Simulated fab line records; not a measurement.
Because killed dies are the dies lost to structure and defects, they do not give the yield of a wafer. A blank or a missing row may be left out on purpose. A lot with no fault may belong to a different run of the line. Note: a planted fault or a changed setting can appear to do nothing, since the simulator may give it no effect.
Chamber matching / flow n5_finfet / N5_BEOL_M11_ILD_DEP_00 on pecvd-01 has 3 sister chambers
The step deposits SiCOH lowk from DEMS/porogen, target thk 308.51 nm, time 58 s. 14 wafers are shown with their chamber, then 7 later ones without.

== WAFERS, EACH WITH ITS CHAMBER ==
wafer=L079.1; chamber=1; throttle_valve_pct (%)=15.5; heater_power_w (W)=361; showerhead_plenum_p_Torr (Torr)=5.779
wafer=L079.3; chamber=2; throttle_valve_pct (%)=13.0; heater_power_w (W)=299; showerhead_plenum_p_Torr (Torr)=5.755
wafer=L079.5; chamber=2; throttle_valve_pct (%)=12.8; heater_power_w (W)=312; showerhead_plenum_p_Torr (Torr)=5.741
wafer=L080.1; chamber=0; throttle_valve_pct (%)=13.4; heater_power_w (W)=332; showerhead_plenum_p_Torr (Torr)=5.746
wafer=L080.3; chamber=1; throttle_valve_pct (%)=15.0; heater_power_w (W)=394; showerhead_plenum_p_Torr (Torr)=5.765
wafer=L080.5; chamber=2; throttle_valve_pct (%)=12.9; heater_power_w (W)=248; showerhead_plenum_p_Torr (Torr)=5.753
wafer=L081.2; chamber=0; throttle_valve_pct (%)=13.2; heater_power_w (W)=329; showerhead_plenum_p_Torr (Torr)=5.761
wafer=L081.5; chamber=1; throttle_valve_pct (%)=15.5; heater_power_w (W)=362; showerhead_plenum_p_Torr (Torr)=5.761
wafer=L081.6; chamber=2; throttle_valve_pct (%)=12.9; heater_power_w (W)=315; showerhead_plenum_p_Torr (Torr)=5.757
wafer=L085.2; chamber=0; throttle_valve_pct (%)=13.3; heater_power_w (W)=320; showerhead_plenum_p_Torr (Torr)=5.757
wafer=L085.3; chamber=1; throttle_valve_pct (%)=15.4; heater_power_w (W)=316; showerhead_plenum_p_Torr (Torr)=5.773
wafer=L085.4; chamber=1; throttle_valve_pct (%)=15.5; heater_power_w (W)=334; showerhead_plenum_p_Torr (Torr)=5.771
wafer=L084.2; chamber=1; throttle_valve_pct (%)=15.2; heater_power_w (W)=391; showerhead_plenum_p_Torr (Torr)=5.774
wafer=L084.4; chamber=2; throttle_valve_pct (%)=13.1; heater_power_w (W)=313; showerhead_plenum_p_Torr (Torr)=5.760

SIGNATURES, as means of the wafers listed above
reading=throttle_valve_pct; chamber 0=13.300; chamber 1=15.350; chamber 2=12.940; scatter within a chamber=0.162
reading=heater_power_w; chamber 0=327.00; chamber 1=359.67; chamber 2=297.40; scatter within a chamber=27
reading=showerhead_plenum_p_Torr; chamber 0=5.75467; chamber 1=5.77050; chamber 2=5.75320; scatter within a chamber=0.00704
Rule: for a wafer and a chamber, the distance is found by dividing, reading by reading, the gap between the wafer's reading and the chamber's mean by the reading's scatter, squaring, summing and taking the root. The wafer belongs to the nearest chamber; if the next one is less than 2 further off, it can't be placed. The scatter is the square root of a quotient: the sum, over the shown wafers, of each reading's squared deviation from its chamber's mean, divided by wafers minus chambers.

== WAFERS WHOSE CHAMBER IS MISSING ==
wafer=L084.5; throttle_valve_pct (%)=13.6; heater_power_w (W)=312; showerhead_plenum_p_Torr (Torr)=5.748
wafer=L087.1; throttle_valve_pct (%)=13.4; heater_power_w (W)=295; showerhead_plenum_p_Torr (Torr)=5.741
wafer=L087.4; throttle_valve_pct (%)=13.0; heater_power_w (W)=305; showerhead_plenum_p_Torr (Torr)=5.764
wafer=L087.6; throttle_valve_pct (%)=13.1; heater_power_w (W)=307; showerhead_plenum_p_Torr (Torr)=5.764
wafer=L094.1; throttle_valve_pct (%)=13.3; heater_power_w (W)=306; showerhead_plenum_p_Torr (Torr)=5.771
wafer=L094.2; throttle_valve_pct (%)=13.1; heater_power_w (W)=293; showerhead_plenum_p_Torr (Torr)=5.762
wafer=L094.3; throttle_valve_pct (%)=15.3; heater_power_w (W)=390; showerhead_plenum_p_Torr (Torr)=5.746

== WHICH CHAMBER EACH ONE RAN IN ==
wafer=L084.5; from the rows above=0; in truth=0
wafer=L087.1; from the rows above=can't be placed: 0 or 2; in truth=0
wafer=L087.4; from the rows above=can't be placed: 2 or 0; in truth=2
wafer=L087.6; from the rows above=can't be placed: 2 or 0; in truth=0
wafer=L094.1; from the rows above=can't be placed: 0 or 2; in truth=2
wafer=L094.2; from the rows above=can't be placed: 2 or 0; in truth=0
wafer=L094.3; from the rows above=1; in truth=1
Correct placement for 2 of the 7. Not placeable from these rows: 5 (in 5, the candidates include the true chamber). Number placed wrongly: 0.
